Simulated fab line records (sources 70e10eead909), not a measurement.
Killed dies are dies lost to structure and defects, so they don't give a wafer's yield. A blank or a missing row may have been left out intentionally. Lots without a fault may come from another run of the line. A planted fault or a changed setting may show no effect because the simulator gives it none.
fab line records ; flow nand-harc
record lots=5; wafers=15; last-day=23
route steps=1159 shown P_GATE@185
lots with no fault: from the same line, run without faults
start-h: hours from the record's opening day to when the first of the lot's shown wafers began ; wait-h: hours elapsed since this lot's preceding step ; " unchanged from the row above ; L1.1+2: a single row standing in for several wafers ; - either no value or no given start ; * or withheld: withheld ; < > ~ a bound
route shown NAME@n: names a module that has steps shown in the file, with the first one's number in the route ; usual: the fault-free wafers' mean and standard deviation ; same: alike in all rows ; chamber/n: place in a boat ; sites: each site's reading ; _std_site: the values' standard deviation ; _edge_site: outer sites' mean less inner sites' ; radius-mm: for every site, how far away it sits from the centre of the wafer ; mask NAME#n: copy n ; behind: tool/chamber where the wafer was last shaped ; hold: reason for holding the lot/hours on hold/outcome of the hold ; device: which transistor (n, p or np) failed to switch ; end of line: the route-end tests of the same wafers ; for a step that has no rows: nothing shown but its recipe ; killed: dies lost to structure and defects at the first sort, not the wafer's yield ; map: dies across one wafer; x = killed, . = not, _ = none there
set.NAME: setting as actually run; set.NAME@STEP: the setting as run at that earlier step ; model.NAME: the simulator's own value behind a step, which no gauge read
lots seen at some steps along the route; tables by step, rows by wafer
services: a tool's chamber out of use, with start hour (start-h, from the record's first day; less than 0 if before it), hours out, and reason
## steps
# step NHARC_P_GATE_CD_MEAS_59
# recipe target-cd-nm=720; landing-energy-ev=500
# usual cd-nm=720.0/2.2
lot.wafer;tool;chamber;start-h;wait-h;cd-nm
L233.2;cd-sem-01;0;156.18;-;719.6
L233.4;cd-sem-01;0;156.18;-;716.2
L233.6;cd-sem-01;0;156.18;-;719.3
L236.2;cd-sem-02;0;181.50;-;718.7
L236.3;cd-sem-02;0;181.50;-;719.3
L236.4;cd-sem-02;0;181.50;-;719.6
L235.2;cd-sem-02;0;184.77;-;720.2
L235.4;cd-sem-02;0;184.77;-;721.6
L235.6;cd-sem-02;0;184.77;-;718.3
L240.2;cd-sem-02;0;200.20;-;718.5
L240.4;cd-sem-02;0;200.20;-;720.9
L240.6;cd-sem-02;0;200.20;-;725.1
L244.2;cd-sem-01;0;218.74;-;720.2
L244.4;cd-sem-01;0;218.74;-;717.7
L244.5;cd-sem-01;0;218.74;-;719.5
# step NHARC_P_GATE_HARDBAKE_60
# recipe temp-c=125; time-s=80
# step NHARC_P_GATE_DESCUM_61
# recipe time-s=3; o2-flow-sccm=200; ar-flow-sccm=0; bias-power-w=0; chemistry=O2
# usual chamber-pressure-mTorr=60.00/0.06; drypump-motor-current-A=5.9/0.5; oes-product-au=1.004/0.013; rf-vpp-V=57.6/0.89; showerhead-plenum-p-Torr=1.86/0.061; throttle-valve-pct=11.311/0.0085
lot.wafer;tool;chamber;start-h;wait-h;chamber-pressure-mTorr;drypump-motor-current-A;oes-product-au;rf-hours-counter-h;rf-vpp-V;showerhead-plenum-p-Torr;throttle-valve-pct
L233.4;rie-diel-12;2;156.34;-;59.99;5.4;1.003;20;58.0;1.93;11.306
L233.2;rie-diel-12;3;156.34;-;60.03;6.3;1.022;21;57.8;1.79;11.315
L233.6;rie-diel-12;2;156.34;-;60.08;5.4;0.996;-;58.2;1.93;11.303
L236.2;rie-diel-05;3;181.66;-;59.93;4.8;1.020;3;56.8;1.87;11.309
L236.4;rie-diel-05;1;181.66;-;59.97;6.0;1.012;4;56.5;1.85;11.325
L236.3;rie-diel-05;2;181.66;-;60.06;6.3;1.009;3;57.6;2.08;11.311
L235.2;rie-diel-12;2;184.93;-;60.01;5.4;1.004;26;57.0;1.93;11.322
L235.6;rie-diel-12;3;184.93;-;59.97;6.3;1.030;-;56.8;1.79;11.308
L235.4;rie-diel-12;1;184.93;-;59.93;6.0;0.991;-;58.9;1.88;11.307
L240.2;rie-diel-08;1;200.37;-;60.06;6.5;1.005;15;57.4;1.81;11.319
L240.4;rie-diel-08;2;200.37;-;59.94;6.0;1.007;30;55.6;1.78;11.309
L240.6;rie-diel-08;1;200.37;-;59.99;6.5;0.982;-;58.1;1.81;11.310
L244.4;rie-diel-12;0;218.89;-;60.08;6.7;0.987;1;57.8;1.90;11.297
L244.2;rie-diel-12;1;218.89;-;60.11;6.0;1.011;1;57.6;1.88;11.307
L244.5;rie-diel-12;1;218.89;-;60.07;6.0;1.014;-;57.4;1.88;11.300
# step NHARC_P_GATE_IMPLANT_62
# recipe energy-kev=20; dose-cm2=3e+15; tilt-deg=7
# step NHARC_P_GATE_STRIP_112
# recipe power-w=1500; temp-c=110; time-s=200; chemistry=N2/H2
# usual drypump-motor-current-A=5.66/0.27; heater-power-w=85/4.5
lot.wafer;tool;chamber;start-h;wait-h;drypump-motor-current-A;heater-power-w;rf-hours-counter-h
L233.2;plasma-asher-02;0;156.71;0.2;5.69;78;50
L233.4;plasma-asher-02;1;156.71;0.2;6.11;84;-
L233.6;plasma-asher-02;1;156.71;0.2;6.13;84;-
L236.2;plasma-asher-01;1;182.03;0.2;5.53;82;24
L236.3;plasma-asher-01;1;182.03;0.2;5.50;83;-
L236.4;plasma-asher-01;0;182.03;0.2;5.42;92;-
L235.2;plasma-asher-01;0;185.33;0.2;5.41;92;27
L235.4;plasma-asher-01;0;185.33;0.2;5.43;92;-
L235.6;plasma-asher-01;0;185.33;0.2;5.40;90;-
L240.2;plasma-asher-01;0;200.73;0.2;5.44;91;33
L240.4;plasma-asher-01;1;200.73;0.2;5.46;82;-
L240.6;plasma-asher-01;0;200.73;0.2;5.44;91;-
L244.2;plasma-asher-02;1;219.27;0.2;6.11;88;8
L244.4;plasma-asher-02;0;219.27;0.2;5.69;82;-
L244.5;plasma-asher-02;0;219.27;0.2;5.69;83;-
# step NHARC_P_GATE_STRIP_76
# recipe power-w=1500; temp-c=250; chemistry=O2
# usual drypump-motor-current-A=5.67/0.27; heater-power-w=318/17
lot.wafer;tool;chamber;start-h;wait-h;drypump-motor-current-A;heater-power-w;rf-hours-counter-h
L233.2;plasma-asher-02;0;156.97;0.2;5.72;303;50
L233.4;plasma-asher-02;1;156.97;0.2;6.15;316;-
L233.6;plasma-asher-02;1;156.97;0.2;6.11;311;-
L236.2;plasma-asher-01;1;182.30;0.2;5.53;312;24
L236.3;plasma-asher-01;1;182.30;0.2;5.48;307;-
L236.4;plasma-asher-01;0;182.30;0.2;5.41;344;-
L235.2;plasma-asher-01;0;185.59;0.2;5.42;342;27
L235.4;plasma-asher-01;0;185.59;0.2;5.42;340;-
L235.6;plasma-asher-01;0;185.59;0.2;5.42;341;-
L240.2;plasma-asher-01;0;201.00;0.2;5.44;338;34
L240.4;plasma-asher-01;1;201.00;0.2;5.52;305;-
L240.6;plasma-asher-01;0;201.00;0.2;5.43;343;-
L244.2;plasma-asher-02;1;219.53;0.2;6.15;334;9
L244.4;plasma-asher-02;0;219.53;0.2;5.73;309;-
L244.5;plasma-asher-02;0;219.53;0.2;5.69;313;-
# step NHARC_P_GATE_STRIP_63
# recipe time-s=900; temp-c=130; chemistry=SPM
# step NHARC_P_GATE_DEHYDRATE_83
# recipe temp-c=150; time-s=120
# step NHARC_P_GATE_HMDS_84
# recipe time-s=30
# step NHARC_P_GATE_COAT_85
# recipe spin-rpm=3000
# step NHARC_P_GATE_SOFTBAKE_86
# recipe temp-c=122; time-s=95
# step NHARC_P_GATE_EBR_87
# step NHARC_P_GATE_EXPOSE_88
# recipe na=0.6; target-cd-nm=2000; dose-mj=11.87; mask-id=P_HVN
lot.wafer;tool;chamber;start-h;wait-h;mask
L233.2+4+6;krf-scanner-02;0;157.62;-;P_HVN#0
L236.2+3+4;krf-scanner-01;0;182.94;-;P_PSD#0
L235.2+4+6;krf-scanner-01;0;186.24;-;P_HVN#0
L240.2+4+6;krf-scanner-02;0;201.76;-;P_HVN#0
L244.2+4+5;krf-scanner-01;0;220.29;-;P_HVN#0
# step NHARC_P_GATE_PEB_89
# recipe peb-temp-c=118; peb-time-s=85
# step NHARC_P_GATE_DEVELOP_90
# recipe time-s=70
# step NHARC_P_GATE_CD_MEAS_91
# recipe target-cd-nm=2000; landing-energy-ev=500
# usual cd-nm=2000.1/2.4
lot.wafer;tool;chamber;start-h;wait-h;cd-nm
L233.2;cd-sem-01;0;157.77;-;2003.7
L233.4;cd-sem-01;0;157.77;-;2002.0
L233.6;cd-sem-01;0;157.77;-;2001.6
L236.2;cd-sem-03;0;183.10;-;-
L236.3;cd-sem-03;0;183.10;-;-
L236.4;cd-sem-03;0;183.10;-;-
L235.2;cd-sem-01;0;186.39;-;1999.6
L235.4;cd-sem-01;0;186.39;-;2001.9
L235.6;cd-sem-01;0;186.39;-;1997.9
L240.2;cd-sem-03;0;201.92;-;1998.1
L240.4;cd-sem-03;0;201.92;-;1997.0
L240.6;cd-sem-03;0;201.92;-;1998.0
L244.2;cd-sem-03;0;220.45;-;1998.4
L244.4;cd-sem-03;0;220.45;-;2002.2
L244.5;cd-sem-03;0;220.45;-;1998.3
# step NHARC_P_GATE_HARDBAKE_92
# recipe temp-c=125; time-s=80
## services
tool;chamber;start-h;hours;kind
rie-diel-12;0;132.46;-;clean
rie-diel-12;1;132.46;-;clean
rie-diel-12;2;132.46;-;clean
rie-diel-12;3;132.46;-;clean
rie-diel-05;2;139.06;1.9;repair
rie-diel-08;1;154.25;10.5;repair
rie-diel-12;0;157.12;-;clean
rie-diel-12;1;157.12;-;clean
rie-diel-12;2;157.12;-;clean
rie-diel-12;3;157.12;-;clean
rie-diel-12;1;161.78;6.8;repair
rie-diel-05;3;162.13;6.2;repair
rie-diel-05;-;163.75;9.0;pm
rie-diel-12;0;180.73;6.9;repair
rie-diel-12;1;181.62;-;clean
plasma-asher-02;-;183.00;9.0;pm
plasma-asher-02;0;183.00;9.0;vent-cycle
plasma-asher-02;1;183.00;9.0;vent-cycle
krf-scanner-02;-;189.36;0.4;repair
plasma-asher-02;0;192.00;-;clean
plasma-asher-02;1;192.00;-;clean
rie-diel-08;1;192.39;5.7;repair
rie-diel-12;-;202.54;9.0;pm
krf-scanner-02;-;210.00;4.0;pm
## key
first-sign step=NHARC_P_GATE_EXPOSE_88; reading=mask; direction=changed
effect step=NHARC_P_GATE_CD_MEAS_91; reading=cd-nm; direction=missing
met-at NHARC_P_GATE_EXPOSE_88
struck-wafers L236.2,L236.3,L236.4
later-rows-left-out L236.2,L236.3,L236.4
sort-left-out L236.2,L236.3,L236.4
tester-left-out L236
fault kind=wrong-mask; tool=any; chamber=-; onset-h=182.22; steps=NHARC_P_GATE_EXPOSE_88; aux-copy=P_PSD#0; scope=struck-lots-only
# tester-left-out: of these lots the tester's yield and bins aren't shown, on N5 and GAA mostly nor the transistor test; their killed dies are dies lost to structure and defects alone, not to doping, threshold or leakage, so they don't give the yield
# sort-left-out: the simulated sort isn't trusted on such a fault, so these wafers' sort isn't shown, and their yield isn't known
# later-rows-left-out: the simulator's readings of these wafers behind a module that went badly wrong aren't trusted and aren't shown, but for the sort
